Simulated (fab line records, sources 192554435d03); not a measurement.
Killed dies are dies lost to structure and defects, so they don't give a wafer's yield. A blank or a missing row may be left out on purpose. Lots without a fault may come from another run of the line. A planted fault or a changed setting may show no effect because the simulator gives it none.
Split-lot experiment | flow n5_finfet | 7 lots, 21 wafers read, on a route of 1938 steps

THE SPLIT
At N5_BEOL_M0_SAQP_SPACER1_ALD_98 (deposits SiO2, target thk 12.8 nm, pulse time 1 s, purge time 2 s), the setting ald_cycles was moved away from the recipe's 138 on 8 of the 21 wafers read, by -10.9% to +16.7%. The other wafers ran this setting at the recipe's value.

FROM THE SPLIT TO THE READING: what the file shows between them, 2 steps
- N5_BEOL_M0_SAQP_SPACER1_ETCHBACK_99: etches SiO2 in CHF3/O2, target depth 15.4 nm, time 7.7 s
- N5_BEOL_M0_SAQP_MANDREL1_REMOVE_100: chemistry HBr/Cl2/O2, target a-Si, stops on SiNx, bt time 10 s

THE READING
cd_nm, in nm, at N5_BEOL_M0_SAQP_CD_MEAS_25 (target cd 13.1 nm). Fault-free wafers of this fab line usually give 12.78 nm, standard deviation 0.25 nm.

wafer  | tool, chamber at the split | ald_cycles as run | against the recipe | cd_nm, nm | against lot-mates on the recipe
L076.1 | ald_sin-01, 2,1            | 138               | recipe             | 12.51     | -
L076.4 | ald_sin-01, 1              | 155               | +12.3%             | 14.22     | +1.45
L076.5 | ald_sin-01, 2,1            | 138               | recipe             | 13.04     | -
L078.2 | ald_sin-03, 3,2            | 159               | +15.2%             | 15.01     | +1.99
L078.5 | ald_sin-03, 3,2            | 159               | +15.2%             | 14.60     | +1.58
L078.6 | ald_sin-03, 3              | 138               | recipe             | 13.02     | -
L079.2 | ald_sin-02, 1              | 138               | recipe             | 12.34     | -
L079.3 | ald_sin-02, 0              | 123               | -10.9%             | 11.15     | -1.31
L079.5 | ald_sin-02, 3              | 138               | recipe             | 12.58     | -
L082.2 | ald_sin-03, 3,1,0          | 138               | recipe             | 12.61     | -
L082.4 | ald_sin-03, 3,1,0          | 138               | recipe             | 12.42     | -
L082.6 | ald_sin-03, 3,1,0          | 138               | recipe             | 12.67     | -
L086.1 | ald_sin-01, 0,3            | 161               | +16.7%             | 15.17     | +2.06
L086.5 | ald_sin-01, 2              | 138               | recipe             | 13.11     | -
L086.6 | ald_sin-01, 0,3            | 161               | +16.7%             | 15.15     | +2.04
L089.4 | ald_sin-03, 3,0            | 156               | +13.0%             | 14.18     | +1.61
L089.5 | ald_sin-03, 3,0            | 156               | +13.0%             | 14.60     | +2.03
L089.6 | ald_sin-03, 1              | 138               | recipe             | 12.57     | -
L094.2 | ald_sin-01, 2,3,0          | 138               | recipe             | 12.91     | -
L094.3 | ald_sin-01, 2,3,0          | 138               | recipe             | 12.86     | -
L094.4 | ald_sin-01, 2,3,0          | 138               | recipe             | 12.85     | -
Where a row lists several chambers, the file gives one row for several wafers and doesn't say which wafer went through which chamber.

THE FIT
A straight line over all 21 wafers: cd_nm changes by +0.138 nm for each +1% of ald_cycles; r = +0.98; the points scatter about the line by 0.23 nm.
The same after taking each lot's own level away (the mean of its wafers on the recipe; 21 wafers): +0.124 nm for each +1%; r = +0.99; scatter 0.16 nm.
On that fit, the largest move of ald_cycles shifts the reading by 2.1 nm.
The lots' own levels span 12.460 to 13.110 nm, that is 2.6 times the standard deviation above.
So the lot-to-lot level changes the slope: the two fits differ.
Check: with one of the wafers moved furthest among these (+16.7%) left out of the fit, the line predicts +2.07 nm for it against its lot-mates. It came out at +2.06 nm against them.

OTHER SPLITS ON THESE WAFERS
These wafers also went through other splits before the reading. Each is held against what the fit with the lots' levels taken away leaves over:
other split on the same wafers       | wafers away from the commonest value | r with cd_nm (lot level and that fit taken away)
N5_MOL_CONTACT_COAG_COAT_77 spin_rpm | 3                                    | +0.34
N5_BEOL_M0_SAQP_ILD_DEP_01 time_s    | 6                                    | +0.24
N5_BEOL_M0_SAQP_PECVD_04 time_s      | 5                                    | -0.36

THE WHOLE CHAIN: every reading that the file lists as answering this split, in the file's order
step                                | what it does                                                      | reading                                                                                     | change (the file's fit)                                        | r (the file's)
N5_BEOL_M0_SAQP_SPACER1_ALD_98      | deposits SiO2, target thk 12.8 nm, pulse time 1 s, purge time 2 s | SiO2_of_BEOL_M0_SAQP_SPACER1_ALD_98.thk_nm (the simulator's own value, which no gauge read) | +0.125 nm for each +1% of the setting                          | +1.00
N5_BEOL_M0_SAQP_MANDREL1_REMOVE_100 | chemistry HBr/Cl2/O2, target a-Si, stops on SiNx, bt time 10 s    | BEOL_M0_SAQP.cd_nm (the simulator's own value, which no gauge read)                         | +0.133 nm for each +1% of the setting                          | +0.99
N5_BEOL_M0_SAQP_CD_MEAS_25          | target cd 13.1 nm                                                 | cd_nm                                                                                       | +0.124 nm for each +1% of the setting                          | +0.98
N5_PASSIVATION_PROBE_49             |                                                                   | killed_dies                                                                                 | +61.2 for each +1% of the setting, in a fit together with none | 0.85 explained

THE FILE'S OWN FIT
cd_nm changes by +0.124 nm for each +1% of ald_cycles, r = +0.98.
